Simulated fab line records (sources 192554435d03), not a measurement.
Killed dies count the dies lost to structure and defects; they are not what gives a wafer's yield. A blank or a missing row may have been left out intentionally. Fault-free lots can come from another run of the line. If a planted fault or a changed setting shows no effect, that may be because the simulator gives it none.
Chamber matching / flow n5_finfet / 3 sister chambers for N5_BEOL_M10_CURE_72 on uv_cure-02
The step cures SiCOH lowk, time 120 s. 20 wafers are shown with their chamber, then 10 later ones without.

WAFERS PAIRED WITH THEIR CHAMBERS
wafer=L078.4; chamber=2; wafer_temp_C_max=372.3; lamp_power_pct (%)=52.25
wafer=L078.5; chamber=2; wafer_temp_C_max=371.7; lamp_power_pct (%)=52.34
wafer=L078.6; chamber=2; wafer_temp_C_max=371.7; lamp_power_pct (%)=52.34
wafer=L079.3; chamber=0; wafer_temp_C_max=371.5; lamp_power_pct (%)=52.25
wafer=L079.4; chamber=0; wafer_temp_C_max=371.3; lamp_power_pct (%)=52.31
wafer=L079.6; chamber=0; wafer_temp_C_max=370.8; lamp_power_pct (%)=52.34
wafer=L080.1; chamber=0; wafer_temp_C_max=371.3; lamp_power_pct (%)=52.25
wafer=L080.2; chamber=0; wafer_temp_C_max=370.6; lamp_power_pct (%)=52.30
wafer=L080.6; chamber=0; wafer_temp_C_max=371.6; lamp_power_pct (%)=52.34
wafer=L084.3; chamber=2; wafer_temp_C_max=371.7; lamp_power_pct (%)=52.37
wafer=L084.4; chamber=2; wafer_temp_C_max=372.1; lamp_power_pct (%)=52.34
wafer=L084.5; chamber=2; wafer_temp_C_max=372.1; lamp_power_pct (%)=52.25
wafer=L085.2; chamber=2; wafer_temp_C_max=371.7; lamp_power_pct (%)=52.28
wafer=L085.4; chamber=2; wafer_temp_C_max=372.5; lamp_power_pct (%)=52.32
wafer=L085.6; chamber=2; wafer_temp_C_max=371.7; lamp_power_pct (%)=52.31
wafer=L086.2; chamber=1; wafer_temp_C_max=371.8; lamp_power_pct (%)=52.35
wafer=L086.4; chamber=1; wafer_temp_C_max=371.5; lamp_power_pct (%)=52.20
wafer=L086.6; chamber=1; wafer_temp_C_max=371.6; lamp_power_pct (%)=52.29
wafer=L087.1; chamber=2; wafer_temp_C_max=371.5; lamp_power_pct (%)=52.29
wafer=L087.4; chamber=2; wafer_temp_C_max=372.2; lamp_power_pct (%)=52.31

SIGNATURES, as means of the wafers listed above
reading=wafer_temp_C_max; chamber 0=371.183; chamber 1=371.633; chamber 2=371.927; scatter within a chamber=0.332
reading=lamp_power_pct; chamber 0=52.2983; chamber 1=52.2800; chamber 2=52.3091; scatter within a chamber=0.0451
Rule: distance of a wafer from a chamber = root of the sum over the readings of ((wafer's reading minus chamber's mean) / reading's scatter) squared. If the next closest chamber is less than 2 further off than the closest, the wafer can't be placed; otherwise it belongs to the closest. The scatter: take each reading less its chamber's mean, square it, sum over the shown wafers, divide by the number of wafers less the number of chambers, and take the root.

WAFERS WHOSE CHAMBER IS MISSING
wafer=L087.6; wafer_temp_C_max=372.5; lamp_power_pct (%)=52.30
wafer=L088.2; wafer_temp_C_max=371.5; lamp_power_pct (%)=52.38
wafer=L088.3; wafer_temp_C_max=371.2; lamp_power_pct (%)=52.34
wafer=L088.4; wafer_temp_C_max=371.3; lamp_power_pct (%)=52.37
wafer=L092.2; wafer_temp_C_max=371.6; lamp_power_pct (%)=52.28
wafer=L092.3; wafer_temp_C_max=371.8; lamp_power_pct (%)=52.32
wafer=L092.4; wafer_temp_C_max=371.3; lamp_power_pct (%)=52.25
wafer=L095.2; wafer_temp_C_max=370.9; lamp_power_pct (%)=52.26
wafer=L095.5; wafer_temp_C_max=371.2; lamp_power_pct (%)=52.31
wafer=L095.6; wafer_temp_C_max=371.3; lamp_power_pct (%)=52.38

EACH ONE'S CHAMBER
wafer=L087.6; from the rows above=can't be placed: 2 or 1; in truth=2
wafer=L088.2; from the rows above=can't be placed: 2 or 0 or 1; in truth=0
wafer=L088.3; from the rows above=can't be placed: 0 or 1 or 2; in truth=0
wafer=L088.4; from the rows above=can't be placed: 0 or 1 or 2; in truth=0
wafer=L092.2; from the rows above=can't be placed: 1 or 2 or 0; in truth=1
wafer=L092.3; from the rows above=can't be placed: 2 or 1 or 0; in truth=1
wafer=L092.4; from the rows above=can't be placed: 0 or 1 or 2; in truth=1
wafer=L095.2; from the rows above=can't be placed: 0 or 1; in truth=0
wafer=L095.5; from the rows above=can't be placed: 0 or 1 or 2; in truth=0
wafer=L095.6; from the rows above=can't be placed: 0 or 1 or 2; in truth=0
Correct placement for 0 of the 10. From these rows, 10 cannot be placed; in 10 the true chamber is one of the candidates. Placed wrongly: 0.
